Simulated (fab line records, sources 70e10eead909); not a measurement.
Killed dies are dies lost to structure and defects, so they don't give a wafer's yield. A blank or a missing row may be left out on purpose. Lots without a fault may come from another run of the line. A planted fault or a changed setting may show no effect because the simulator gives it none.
Chamber matching | flow nand_harc | NHARC_A_CHANNEL_HOLE_D1_ETCH_16 on rie_diel-01: 4 sister chambers
The step etches the open film in O2/COS, target depth 3100 nm, time 806 s. 8 wafers are shown with their chamber, then 7 later ones without.

WAFERS WITH THEIR CHAMBER
wafer  | chamber | showerhead_plenum_p_Torr (Torr) | drypump_motor_current_A (A)
L531.3 | 3       | 3.09                            | 5.9
L535.5 | 0       | 3.20                            | 6.7
L535.6 | 1       | 3.08                            | 6.3
L546.2 | 2       | 3.01                            | 6.2
L546.3 | 1       | 3.08                            | 6.2
L546.6 | 3       | 3.08                            | 5.9
L547.2 | 2       | 3.01                            | 6.1
L547.3 | 0       | 3.20                            | 6.7

WAFERS WITHOUT THEIR CHAMBER
wafer  | showerhead_plenum_p_Torr (Torr) | drypump_motor_current_A (A)
L547.6 | 3.08                            | 6.3
L549.3 | 3.08                            | 5.9
L549.4 | 3.08                            | 6.2
L549.5 | 3.08                            | 6.2
L551.3 | 3.20                            | 6.7
L551.5 | 3.01                            | 6.2
L551.6 | 3.08                            | 5.9

WHICH CHAMBER EACH WENT THROUGH
wafer  | from the rows above | in truth
L547.6 | 1                   | 1
L549.3 | 3                   | 3
L549.4 | 1                   | 1
L549.5 | 1                   | 1
L551.3 | 0                   | 0
L551.5 | 2                   | 2
L551.6 | 3                   | 3
Placed correctly: 7 of 7. Can't be placed from these rows: 0. Placed wrongly: 0.
How it was worked out, from the rows above alone: a wafer's distance from a chamber is the root of the sum, over the readings, of the square of ((its reading less the chamber's mean) divided by the reading's scatter). The wafer belongs to the nearest chamber; if the next one is less than 2 further off, it can't be placed. A chamber's mean is the mean of its shown wafers. The scatter: the root of (the sum of the squares of (reading less its chamber's mean) over the shown wafers, divided by (wafers less chambers)).
